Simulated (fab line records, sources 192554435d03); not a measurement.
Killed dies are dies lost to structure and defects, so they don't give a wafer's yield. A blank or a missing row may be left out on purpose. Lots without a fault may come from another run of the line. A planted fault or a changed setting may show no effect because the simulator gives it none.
Which tool did it? | flow n5_finfet | 12 lots, 36 wafers sampled, at 1 step of a route of 1938

WHAT THE GAUGES READ, wafer by wafer
N5_BEOL_M9_INSPECT_30: inspects for defects (brightfield). Usual: raw_defect_count 397, standard deviation 85.
lot  | measured     | on                | raw_defect_count | flag
L179 | day 10 00:57 | defect_inspect-01 | 343 465 343      |
L181 | day 10 06:27 | defect_inspect-01 | 415 294 439      |
L182 | day 10 13:02 | defect_inspect-01 | 357 438 342      |
L183 | day 10 20:30 | defect_inspect-02 | 503 490 285      |
L188 | day 11 17:28 | defect_inspect-02 | 325 383 306      |
L187 | day 11 20:07 | defect_inspect-02 | 364 602 432      |
L192 | day 13 00:34 | defect_inspect-02 | 359 280 448      |
L193 | day 13 22:07 | defect_inspect-01 | 555 454 442      |
L195 | day 14 07:17 | defect_inspect-02 | 342 332 324      |
L196 | day 14 09:12 | defect_inspect-01 | 554 497 348      |
L201 | day 15 05:49 | defect_inspect-02 | 266 248 372      |
L202 | day 15 09:07 | defect_inspect-02 | 431 430 588      |

WHICH TOOL RAN EACH LOT (tool, then ch and the chambers of the sampled wafers, then the start)
The record holds no process step before these readings.

WHAT THE TOOLS THEMSELVES READ (means of the sampled wafers that have a number; where no wafer has one, the mark that the record gives instead)
The record holds no such reading with a usual standard deviation.

THE ANSWER, worked out from the rows above alone
Rule: a lot is off if the mean of its wafers that have a number lies more than 3 standard deviations from the usual mean. A lot without any number at a reading at which 4 lots or more have one is off too. The other lots that the step has rows for count as sound. The gauges are gone through in route order, then the tools' own readings, and for those a lot's mean is taken as printed above. The first step at which some lot is off is used, and at that step the reading that is off furthest; a lot without a number counts as furthest.
No lot is off at any reading shown: from this, nothing can be told.

WHAT THE SIMULATOR HAD PUT IN
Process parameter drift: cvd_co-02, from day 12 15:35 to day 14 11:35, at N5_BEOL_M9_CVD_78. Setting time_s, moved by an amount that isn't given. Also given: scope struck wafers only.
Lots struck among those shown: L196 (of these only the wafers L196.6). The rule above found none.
